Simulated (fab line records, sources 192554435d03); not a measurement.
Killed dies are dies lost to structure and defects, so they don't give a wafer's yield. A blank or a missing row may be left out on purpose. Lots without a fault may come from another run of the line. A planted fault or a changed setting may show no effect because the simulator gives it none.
Which tool did it? | flow n5_finfet | 7 lots, 19 wafers sampled, at 4 steps of a route of 1938

WHAT THE GAUGES READ, wafer by wafer
N5_BEOL_M14_CD_MEAS_10: target cd 250 nm. Usual: cd_nm 250.5 nm, standard deviation 1.9.
lot  | measured     | on        | cd_nm (nm)        | flag
L588 | day 11 12:31 | cd_sem-02 | 251.2 251.6 251.0 |
L587 | day 11 12:42 | cd_sem-02 | 247.6 251.4 251.7 |
L590 | day 11 12:48 | cd_sem-03 | 251.9 250.2 251.3 |
L589 | day 11 22:53 | cd_sem-02 | 252.4 250.9 251.1 |
L591 | day 12 12:10 | cd_sem-03 | 250.3 253.9 255.2 |
L594 | day 15 00:15 | cd_sem-02 | 247.5 252.3       |
L601 | day 15 05:07 | cd_sem-03 | 252.2 248.7       |

N5_BEOL_M14_CD_MEAS_28: target cd 284.4 nm. Usual: cd_nm 284.2 nm, standard deviation 1.9.
lot  | measured     | on        | cd_nm (nm)        | flag
L588 | day 11 13:22 | cd_sem-02 | 284.2 283.0 285.2 |
L587 | day 11 13:40 | cd_sem-02 | 283.0 287.0 285.9 |
L590 | day 11 13:43 | cd_sem-03 | 285.3 285.4 283.3 |
L589 | day 11 23:52 | cd_sem-03 | 282.7 286.9 285.7 |
L591 | day 12 13:02 | cd_sem-01 | 282.7 280.7 281.3 |
L594 | day 15 01:07 | cd_sem-01 | 283.4 297.2       | OFF
L601 | day 15 06:25 | cd_sem-02 | 284.3 299.7       | OFF

WHICH TOOL RAN EACH LOT (tool, then ch and the chambers of the sampled wafers, then the start)
lot  | N5_BEOL_M14_DESCUM_15              | N5_BEOL_M14_EXPOSE_25
L588 | rie_diel-01 ch 0,1, day 11 12:36   | krf_scanner-02 ch 0, day 11 13:12
L587 | rie_diel-02 ch 1,2,3, day 11 12:55 | krf_scanner-02 ch 0, day 11 13:30
L590 | rie_diel-01 ch 1,2, day 11 12:57   | krf_scanner-02 ch 0, day 11 13:32
L589 | rie_diel-04 ch 0,1,3, day 11 22:59 | krf_scanner-02 ch 0, day 11 23:41
L591 | rie_diel-02 ch 2,3, day 12 12:16   | krf_scanner-01 ch 0, day 12 12:52
L594 | rie_diel-01 ch 0,1, day 15 00:20   | krf_scanner-02 ch 0, day 15 00:56
L601 | rie_diel-04 ch 0,1, day 15 05:40   | krf_scanner-02 ch 0, day 15 06:15
- N5_BEOL_M14_DESCUM_15: chemistry O2, time 7.9 s.
- N5_BEOL_M14_EXPOSE_25: exposes mask M14, target cd 280 nm.

WHAT THE TOOLS THEMSELVES READ (means of the sampled wafers that have a number; where no wafer has one, the mark that the record gives instead)
N5_BEOL_M14_DESCUM_15. Usual: drypump_motor_current_A 5.9 A, standard deviation 0.43; oes_product_au 0.78 a.u., standard deviation 0.082; rf_vpp_V 243.0 V, standard deviation 1.1; showerhead_plenum_p_Torr 2.08 Torr, standard deviation 0.056; throttle_valve_pct 20.51 %, standard deviation 0.24.
lot  | tool        | drypump_motor_current_A (A) | oes_product_au (a.u.) | rf_vpp_V (V) | showerhead_plenum_p_Torr (Torr) | throttle_valve_pct (%) | flag
L588 | rie_diel-01 | 6.1                         | 0.79                  | 243.1        | 2.07                            | 20.57                  |
L587 | rie_diel-02 | 5.9                         | 0.72                  | 242.7        | 2.11                            | 20.62                  |
L590 | rie_diel-01 | 5.8                         | 0.76                  | 242.1        | 2.05                            | 20.69                  |
L589 | rie_diel-04 | 5.5                         | 0.80                  | 243.6        | 2.10                            | 20.52                  |
L591 | rie_diel-02 | 6.1                         | 0.71                  | 244.0        | 2.14                            | 20.73                  |
L594 | rie_diel-01 | 6.1                         | 0.74                  | 242.3        | 2.04                            | 20.52                  |
L601 | rie_diel-04 | 5.4                         | 0.85                  | 243.4        | 2.06                            | 20.30                  |

THE ANSWER, worked out from the rows above alone
Rule: a lot is off if the mean of its wafers that have a number lies more than 3 standard deviations from the usual mean. A lot without any number at a reading at which 4 lots or more have one is off too. The other lots that the step has rows for count as sound. The gauges are gone through in route order, then the tools' own readings, and for those a lot's mean is taken as printed above. The first step at which some lot is off is used, and at that step the reading that is off furthest; a lot without a number counts as furthest.
Off: L594, L601, at N5_BEOL_M14_CD_MEAS_28 (cd_nm).
A tool fits if, at a process step before that reading, it ran every lot that is off, and no sound lot after the first of them. The gauges at N5_BEOL_M14_CD_MEAS_28 are tried like those tools. One fits: krf_scanner-02 at N5_BEOL_M14_EXPOSE_25. Its last sound lot is L589 (day 11 23:41), its first lot that is off L594 (day 15 00:56): a fault that began between those two fits.

WHAT THE SIMULATOR HAD PUT IN
Process parameter drift: krf_scanner-02, from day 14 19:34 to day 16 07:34, at N5_BEOL_M14_EXPOSE_25. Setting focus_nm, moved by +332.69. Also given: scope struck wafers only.
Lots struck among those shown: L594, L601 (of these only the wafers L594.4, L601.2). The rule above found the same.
